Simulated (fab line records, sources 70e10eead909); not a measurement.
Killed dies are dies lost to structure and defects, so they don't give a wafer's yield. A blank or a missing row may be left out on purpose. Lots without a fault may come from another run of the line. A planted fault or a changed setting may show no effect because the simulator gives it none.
Which tool did it? | flow nand_harc | 20 lots, 60 wafers sampled, at 6 steps of a route of 1159

WHAT THE GAUGES READ, wafer by wafer
The record holds no reading of a measuring or inspecting step that can be judged against a usual standard deviation.

WHICH TOOL RAN EACH LOT (tool, then ch and the chambers of the sampled wafers, then the start)
lot  | NHARC_P_BONDPAD_STRIP_15           | NHARC_A_CHANNEL_HOLE_D1_DESCUM_15  | NHARC_A_CHANNEL_HOLE_D1_ETCH_25  | NHARC_A_STAIRCASE_DESCUM_219       | NHARC_A_STAIRCASE_DEP_301       | NHARC_A_STAIRCASE_ETCH_313
L074 | rie_diel-13 ch 2,3, day 6 09:11    | rie_diel-10 ch 2,3, day 8 05:59    | har_etch-01 ch 0, day 8 10:13    | rie_diel-13 ch 0,1,2, day 11 10:30 | pecvd-04 ch 1,2, day 12 00:13   | rie_diel-11 ch 0,2,3, day 12 01:21
L075 | rie_diel-01 ch 0,2,3, day 6 17:28  | rie_diel-05 ch 0,1,2, day 8 13:56  | har_etch-01 ch 0,1, day 8 18:02  | rie_diel-01 ch 1,2,3, day 11 10:40 | pecvd-01 ch 0,1, day 12 01:56   | rie_diel-11 ch 1,2,3, day 12 02:59
L076 | rie_diel-03 ch 0,2, day 6 21:26    | rie_diel-10 ch 0,2,3, day 8 17:40  | har_etch-02 ch 0,1, day 8 21:44  | rie_diel-11 ch 0,1,3, day 11 15:36 | pecvd-04 ch 1,2, day 12 05:14   | rie_diel-13 ch 0,2, day 12 06:10
L077 | rie_diel-13 ch 0,1,2, day 7 01:43  | rie_diel-09 ch 0,1, day 8 20:58    | har_etch-01 ch 0,1, day 9 01:11  | rie_diel-13 ch 0,1,2, day 11 16:42 | pecvd-02 ch 0,1, day 12 07:05   | rie_diel-01 ch 0,1,3, day 12 07:59
L079 | rie_diel-03 ch 0,2, day 7 19:41    | rie_diel-05 ch 0,1,3, day 9 17:44  | har_etch-02 ch 0,1, day 9 21:48  | rie_diel-01 ch 0,1,3, day 12 14:03 | pecvd-01 ch 0,1,2, day 13 03:37 | rie_diel-01 ch 0,2,3, day 13 04:43
L080 | rie_diel-03 ch 1,2,3, day 7 22:35  | rie_diel-09 ch 0,1,3, day 9 17:33  | har_etch-01 ch 0,1, day 9 21:46  | rie_diel-01 ch 1,2,3, day 12 13:23 | pecvd-01 ch 0,1, day 13 01:47   | rie_diel-01 ch 0,1,2, day 13 02:42
L081 | rie_diel-03 ch 1,2,3, day 8 08:22  | rie_diel-09 ch 0,1, day 10 02:55   | har_etch-01 ch 0,1, day 10 07:07 | rie_diel-13 ch 1,2, day 13 03:59   | pecvd-01 ch 0,1, day 13 21:04   | rie_diel-13 ch 1,2,3, day 13 22:14
L082 | rie_diel-03 ch 1,2,3, day 8 08:57  | rie_diel-05 ch 0,3, day 10 02:37   | har_etch-02 ch 0,1, day 10 06:43 | rie_diel-13 ch 0,3, day 13 02:29   | pecvd-01 ch 0,1,2, day 13 19:55 | rie_diel-11 ch 0,1,2, day 13 21:02
L083 | rie_diel-03 ch 0,1,2, day 8 19:53  | rie_diel-05 ch 0,2,3, day 10 13:25 | har_etch-01 ch 0,1, day 10 17:30 | rie_diel-01 ch 0,2,3, day 13 07:21 | pecvd-04 ch 0,1,2, day 13 23:22 | rie_diel-01 ch 0,2,3, day 14 00:26
L085 | rie_diel-13 ch 1,2,3, day 9 09:47  | rie_diel-05 ch 0,1,3, day 11 08:43 | har_etch-01 ch 0,1, day 11 12:49 | rie_diel-13 ch 1,2,3, day 14 04:35 | pecvd-01 ch 0,1,2, day 14 16:13 | rie_diel-11 ch 0,2,3, day 14 17:10
L087 | rie_diel-03 ch 0,2,3, day 9 11:00  | rie_diel-10 ch 0,1,2, day 11 08:25 | har_etch-02 ch 0, day 11 12:37   | rie_diel-13 ch 0,3, day 14 04:54   | pecvd-02 ch 0,1,2, day 14 18:11 | rie_diel-11 ch 1,2, day 14 19:19
L086 | rie_diel-03 ch 1,2,3, day 9 11:48  | rie_diel-09 ch 0,1,3, day 11 08:58 | har_etch-02 ch 0,1, day 11 16:40 | rie_diel-11 ch 1,2,3, day 14 13:12 | pecvd-04 ch 0,1, day 15 00:57   | rie_diel-13 ch 0,1, day 15 01:55
L088 | rie_diel-03 ch 2,3, day 9 20:13    | rie_diel-10 ch 1,2,3, day 11 20:22 | har_etch-01 ch 0,1, day 12 00:27 | rie_diel-13 ch 0,2,3, day 14 17:15 | pecvd-04 ch 0,1, day 15 05:47   | rie_diel-11 ch 0,1,2, day 15 06:57
L089 | rie_diel-13 ch 1,2, day 10 10:23   | rie_diel-09 ch 1,2, day 12 04:17   | har_etch-02 ch 0,1, day 12 08:30 | rie_diel-11 ch 1,2,3, day 14 23:20 | pecvd-01 ch 0,1, day 15 14:20   | rie_diel-11 ch 1,2,3, day 15 15:25
L090 | rie_diel-03 ch 0,1,2, day 10 12:51 | rie_diel-05 ch 0,2,3, day 12 04:08 | har_etch-01 ch 0,1, day 12 08:13 | rie_diel-13 ch 0,1,2, day 14 22:37 | pecvd-04 ch 0,1, day 15 13:02   | rie_diel-01 ch 0,1,2, day 15 14:10
L091 | rie_diel-03 ch 0,2, day 10 13:42   | rie_diel-10 ch 0,1, day 12 04:44   | har_etch-01 ch 0,1, day 12 12:23 | rie_diel-13 ch 0,2,3, day 15 05:09 | pecvd-04 ch 0,1, day 15 18:06   | rie_diel-11 ch 1,2, day 15 19:16
L093 | rie_diel-13 ch 0,1,2, day 11 08:31 | rie_diel-10 ch 0,1,3, day 13 02:22 | har_etch-01 ch 0,1, day 13 06:37 | rie_diel-13 ch 1,2,3, day 15 21:42 | pecvd-02 ch 0,2, day 16 17:26   | rie_diel-13 ch 0,1,2, day 16 18:29
L094 | rie_diel-03 ch 0,1,2, day 11 09:00 | rie_diel-09 ch 1,3, day 13 02:35   | har_etch-02 ch 0,1, day 13 06:48 | rie_diel-13 ch 0,2, day 15 22:51   | pecvd-01 ch 0,2, day 16 18:39   | rie_diel-13 ch 0,1,3, day 16 19:43
L096 | rie_diel-03 ch 0,2, day 11 17:01   | rie_diel-05 ch 2,3, day 13 15:41   | har_etch-02 ch 0,1, day 13 20:04 | rie_diel-01 ch 1,2, day 16 10:08   | pecvd-02 ch 1,2, day 17 02:42   | rie_diel-01 ch 0,2, day 17 03:43
L095 | rie_diel-03 ch 0,1,3, day 11 17:19 | rie_diel-05 ch 1,2,3, day 13 17:38 | har_etch-02 ch 0, day 14 04:07   | rie_diel-11 ch 0,2, day 16 19:28   | pecvd-02 ch 0,2, day 17 08:48   | rie_diel-01 ch 0,1,3, day 17 09:58
- NHARC_P_BONDPAD_STRIP_15: strips in O2.
- NHARC_A_CHANNEL_HOLE_D1_DESCUM_15: chemistry O2, time 3 s.
- NHARC_A_CHANNEL_HOLE_D1_ETCH_25: etches the open film in C4F8/O2/Ar, time 1040.2 s, target depth 1500 nm.
- NHARC_A_STAIRCASE_DESCUM_219: chemistry O2, time 3 s.
- NHARC_A_STAIRCASE_DEP_301: deposits SiON, target thk 30 nm.
- NHARC_A_STAIRCASE_ETCH_313: etches the open film in CF4/CHF3.

WHAT THE TOOLS THEMSELVES READ (means of the sampled wafers that have a number; where no wafer has one, the mark that the record gives instead)
NHARC_P_BONDPAD_STRIP_15.
lot  | tool        | drypump_motor_current_A (A) | oes_product_au (a.u.) | rf_vpp_V (V) | showerhead_plenum_p_Torr (Torr) | throttle_valve_pct (%)
L074 | rie_diel-13 | 5.3                         | 1.000                 | 58.3         | 3.56                            | 17.033
L075 | rie_diel-01 | 5.8                         | 0.995                 | 57.4         | 3.66                            | 17.033
L076 | rie_diel-03 | 5.4                         | 1.006                 | 56.9         | 3.56                            | 17.034
L077 | rie_diel-13 | 5.8                         | 1.007                 | 57.5         | 3.67                            | 17.032
L079 | rie_diel-03 | 5.4                         | 1.006                 | 58.0         | 3.56                            | 17.036
L080 | rie_diel-03 | 5.1                         | 0.996                 | 58.1         | 3.65                            | 17.035
L081 | rie_diel-03 | 5.1                         | 0.994                 | 57.9         | 3.65                            | 17.040
L082 | rie_diel-03 | 5.1                         | 0.987                 | 58.7         | 3.65                            | 17.028
L083 | rie_diel-03 | 5.3                         | 1.005                 | 57.3         | 3.56                            | 17.031
L085 | rie_diel-13 | 5.4                         | 1.000                 | 57.9         | 3.55                            | 17.036
L087 | rie_diel-03 | 5.1                         | 0.992                 | 58.1         | 3.65                            | 17.029
L086 | rie_diel-03 | 5.1                         | 0.991                 | 58.1         | 3.65                            | 17.036
L088 | rie_diel-03 | 4.9                         | 0.979                 | 58.1         | 3.71                            | 17.036
L089 | rie_diel-13 | 5.4                         | 1.007                 | 58.8         | 3.59                            | 17.039
L090 | rie_diel-03 | 5.3                         | 1.002                 | 58.5         | 3.55                            | 17.032
L091 | rie_diel-03 | 5.1                         | 0.997                 | 58.2         | 3.61                            | 17.036
L093 | rie_diel-13 | 5.8                         | 1.008                 | 58.1         | 3.65                            | 17.038
L094 | rie_diel-03 | 5.3                         | 0.997                 | 57.6         | 3.55                            | 17.034
L096 | rie_diel-03 | 5.4                         | 1.010                 | 57.6         | 3.55                            | 17.033
L095 | rie_diel-03 | 5.3                         | 1.013                 | 57.6         | 3.58                            | 17.033

NHARC_A_CHANNEL_HOLE_D1_DESCUM_15.
lot  | tool        | drypump_motor_current_A (A) | oes_product_au (a.u.) | rf_vpp_V (V) | showerhead_plenum_p_Torr (Torr) | throttle_valve_pct (%)
L074 | rie_diel-10 | 5.1                         | 0.993                 | 57.7         | 2.00                            | 11.318
L075 | rie_diel-05 | 5.5                         | 0.997                 | 57.6         | 1.99                            | 11.311
L076 | rie_diel-10 | 5.3                         | 0.999                 | 58.1         | 1.95                            | 11.317
L077 | rie_diel-09 | 5.6                         | 1.001                 | 57.9         | 1.97                            | 11.308
L079 | rie_diel-05 | 5.7                         | 1.016                 | 58.7         | 2.00                            | 11.309
L080 | rie_diel-09 | 5.6                         | 0.991                 | 58.4         | 1.98                            | 11.315
L081 | rie_diel-09 | 5.6                         | 0.997                 | 58.6         | 1.94                            | 11.303
L082 | rie_diel-05 | 6.0                         | 1.015                 | 58.2         | 2.04                            | 11.301
L083 | rie_diel-05 | 5.8                         | 0.997                 | 58.2         | 2.03                            | 11.308
L085 | rie_diel-05 | 5.7                         | 1.006                 | 58.7         | 2.00                            | 11.305
L087 | rie_diel-10 | 5.3                         | 0.993                 | 58.3         | 1.95                            | 11.312
L086 | rie_diel-09 | 5.6                         | 0.993                 | 58.0         | 1.97                            | 11.319
L088 | rie_diel-10 | 5.2                         | 0.995                 | 58.1         | 1.93                            | 11.305
L089 | rie_diel-09 | 5.9                         | 0.985                 | 57.8         | 1.93                            | 11.303
L090 | rie_diel-05 | 5.8                         | 1.005                 | 58.1         | 2.03                            | 11.305
L091 | rie_diel-10 | 5.5                         | 0.983                 | 58.0         | 1.90                            | 11.315
L093 | rie_diel-10 | 5.4                         | 0.991                 | 57.7         | 1.88                            | 11.312
L094 | rie_diel-09 | 5.6                         | 0.989                 | 58.0         | 1.95                            | 11.314
L096 | rie_diel-05 | 6.0                         | 1.013                 | 58.5         | 2.01                            | 11.319
L095 | rie_diel-05 | 5.7                         | 1.007                 | 58.1         | 1.97                            | 11.307

NHARC_A_CHANNEL_HOLE_D1_ETCH_25.
lot  | tool        | drypump_motor_current_A (A) | showerhead_plenum_p_Torr (Torr) | temp_c (C) | throttle_valve_pct (%)
L074 | har_etch-01 | 5.50                        | 3.56                            | -19.99     | 32.237
L075 | har_etch-01 | 5.72                        | 3.61                            | -20.13     | 32.233
L076 | har_etch-02 | 5.68                        | 3.68                            | -19.87     | 32.235
L077 | har_etch-01 | 5.90                        | 3.67                            | -20.02     | 32.229
L079 | har_etch-02 | 5.87                        | 3.69                            | -20.10     | 32.233
L080 | har_etch-01 | 5.93                        | 3.67                            | -20.01     | 32.231
L081 | har_etch-01 | 5.91                        | 3.67                            | -20.03     | 32.230
L082 | har_etch-02 | 5.86                        | 3.68                            | -20.01     | 32.230
L083 | har_etch-01 | 5.93                        | 3.66                            | -20.03     | 32.229
L085 | har_etch-01 | 5.73                        | 3.60                            | -20.17     | 32.231
L087 | har_etch-02 | 5.55                        | 3.64                            | -20.08     | 32.231
L086 | har_etch-02 | 5.71                        | 3.66                            | -20.07     | 32.242
L088 | har_etch-01 | 5.93                        | 3.66                            | -19.92     | 32.233
L089 | har_etch-02 | 5.73                        | 3.65                            | -19.99     | 32.235
L090 | har_etch-01 | 5.72                        | 3.59                            | -19.93     | 32.237
L091 | har_etch-01 | 5.92                        | 3.65                            | -19.97     | 32.237
L093 | har_etch-01 | 5.70                        | 3.59                            | -20.13     | 32.234
L094 | har_etch-02 | 5.72                        | 3.65                            | -19.97     | 32.238
L096 | har_etch-02 | 5.86                        | 3.66                            | -20.07     | 32.237
L095 | har_etch-02 | 5.55                        | 3.62                            | -20.04     | 32.228

NHARC_A_STAIRCASE_DESCUM_219.
lot  | tool        | drypump_motor_current_A (A) | oes_product_au (a.u.) | rf_vpp_V (V) | showerhead_plenum_p_Torr (Torr) | throttle_valve_pct (%)
L074 | rie_diel-13 | 5.8                         | 1.010                 | 57.8         | 1.98                            | 11.309
L075 | rie_diel-01 | 5.9                         | 1.004                 | 57.9         | 1.92                            | 11.318
L076 | rie_diel-11 | 5.7                         | 0.989                 | 57.1         | 1.96                            | 11.313
L077 | rie_diel-13 | 5.8                         | 1.011                 | 58.2         | 1.98                            | 11.314
L079 | rie_diel-01 | 5.8                         | 1.004                 | 57.7         | 1.90                            | 11.304
L080 | rie_diel-01 | 5.9                         | 1.006                 | 57.6         | 1.92                            | 11.312
L081 | rie_diel-13 | 5.3                         | 1.020                 | 58.1         | 1.94                            | 11.303
L082 | rie_diel-13 | 6.3                         | 1.013                 | 57.3         | 1.99                            | 11.322
L083 | rie_diel-01 | 5.8                         | 1.009                 | 56.9         | 1.97                            | 11.312
L085 | rie_diel-13 | 5.4                         | 1.011                 | 57.9         | 1.91                            | 11.306
L087 | rie_diel-13 | 6.3                         | 1.026                 | 58.0         | 1.99                            | 11.309
L086 | rie_diel-11 | 5.7                         | 0.996                 | 57.5         | 1.89                            | 11.305
L088 | rie_diel-13 | 5.8                         | 1.014                 | 59.0         | 1.95                            | 11.306
L089 | rie_diel-11 | 5.7                         | 0.995                 | 57.6         | 1.89                            | 11.320
L090 | rie_diel-13 | 5.8                         | 1.016                 | 58.2         | 1.97                            | 11.304
L091 | rie_diel-13 | 5.8                         | 1.019                 | 58.2         | 1.95                            | 11.316
L093 | rie_diel-13 | 5.4                         | 1.004                 | 57.9         | 1.91                            | 11.312
L094 | rie_diel-13 | 5.7                         | 1.017                 | 58.2         | 1.97                            | 11.312
L096 | rie_diel-01 | 5.9                         | 1.005                 | 58.2         | 1.86                            | 11.317
L095 | rie_diel-11 | 5.6                         | 1.004                 | 58.0         | 1.90                            | 11.310

NHARC_A_STAIRCASE_DEP_301.
lot  | tool     | heater_power_w (W) | rf_fwd_power_W (W)
L074 | pecvd-04 | 850                | 347.6
L075 | pecvd-01 | 622                | 348.2
L076 | pecvd-04 | 842                | 347.1
L077 | pecvd-02 | 775                | 349.0
L079 | pecvd-01 | 753                | 347.7
L080 | pecvd-01 | 671                | 348.1
L081 | pecvd-01 | 625                | 349.5
L082 | pecvd-01 | 740                | 348.1
L083 | pecvd-04 | 781                | 348.1
L085 | pecvd-01 | 732                | 348.1
L087 | pecvd-02 | 835                | 348.3
L086 | pecvd-04 | 872                | 348.5
L088 | pecvd-04 | 838                | 349.4
L089 | pecvd-01 | 634                | 348.7
L090 | pecvd-04 | 778                | 348.0
L091 | pecvd-04 | 749                | 349.4
L093 | pecvd-02 | 840                | 349.8
L094 | pecvd-01 | 766                | 348.0
L096 | pecvd-02 | 795                | 348.3
L095 | pecvd-02 | 844                | 348.1

NHARC_A_STAIRCASE_ETCH_313.
lot  | tool        | cf4_flow_sccm (sccm) | drypump_motor_current_A (A) | oes_product_au (a.u.) | rf_fwd_power_W (W) | rf_vpp_V (V) | showerhead_plenum_p_Torr (Torr) | throttle_valve_pct (%)
L074 | rie_diel-11 | 100.1                | 5.6                         | 0.953                 | 498.2              | 371.7        | 1.60                            | 16.802
L075 | rie_diel-11 | 100.2                | 5.7                         | 0.963                 | 496.9              | 369.6        | 1.56                            | 16.807
L076 | rie_diel-13 | 100.1                | 5.7                         | 0.936                 | 498.9              | 372.5        | 1.62                            | 16.796
L077 | rie_diel-01 | 100.0                | 5.8                         | 0.920                 | 498.2              | 371.2        | 1.56                            | 16.802
L079 | rie_diel-01 | 100.3                | 5.8                         | 0.981                 | 496.1              | 371.7        | 1.62                            | 16.805
L080 | rie_diel-01 | 100.0                | 5.7                         | 0.930                 | 497.2              | 370.9        | 1.58                            | 16.801
L081 | rie_diel-13 | 99.8                 | 5.4                         | 0.923                 | 496.5              | 370.8        | 1.57                            | 16.801
L082 | rie_diel-11 | 100.2                | 5.6                         | 0.925                 | 497.4              | 369.9        | 1.57                            | 16.804
L083 | rie_diel-01 | 99.9                 | 5.8                         | 0.956                 | 497.8              | 372.1        | 1.62                            | 16.803
L085 | rie_diel-11 | 100.0                | 5.6                         | 0.931                 | 497.4              | 371.3        | 1.60                            | 16.799
L087 | rie_diel-11 | 99.8                 | 5.7                         | 0.925                 | 497.1              | 368.5        | 1.53                            | 16.805
L086 | rie_diel-13 | 100.2                | 5.9                         | 0.937                 | 495.8              | 371.9        | 1.62                            | 16.797
L088 | rie_diel-11 | 100.0                | 5.6                         | 0.925                 | 495.9              | 370.8        | 1.57                            | 16.809
L089 | rie_diel-11 | 100.0                | 5.7                         | 0.924                 | 496.8              | 370.4        | 1.56                            | 16.809
L090 | rie_diel-01 | 99.9                 | 5.7                         | 0.928                 | 497.5              | 371.5        | 1.57                            | 16.803
L091 | rie_diel-11 | 99.9                 | 5.7                         | 0.924                 | 498.0              | 369.2        | 1.52                            | 16.793
L093 | rie_diel-13 | 100.0                | 5.8                         | 0.940                 | 497.0              | 372.2        | 1.62                            | 16.802
L094 | rie_diel-13 | 99.9                 | 5.9                         | 0.970                 | 497.7              | 372.1        | 1.60                            | 16.800
L096 | rie_diel-01 | 100.0                | 5.5                         | 0.916                 | 496.9              | 371.9        | 1.61                            | 16.807
L095 | rie_diel-01 | 100.0                | 5.8                         | 0.913                 | 497.1              | 369.6        | 1.55                            | 16.806

THE ANSWER, worked out from the rows above alone
Rule: what is usual is taken from the lots themselves. Put in order of their means at a reading, lots are off if they are a third of the lots or fewer, leave a main group of 4 or more, and stand apart from it by a gap of 3 or more times the standard deviation of the main group's means; of several such gaps the widest counts. A main group whose means are all the same, to the digits that the tables above print for the reading, isn't used. A lot without any number at a reading at which 4 lots or more have one is off too. The other lots that the step has rows for count as sound. The gauges are gone through in route order, then the tools' own readings, and for those a lot's mean is taken as printed above. The first step at which some lot is off is used, and at that step the reading that is off furthest; a lot without a number counts as furthest.
No lot is off at any reading shown: from this, nothing can be told.

WHAT THE SIMULATOR HAD PUT IN
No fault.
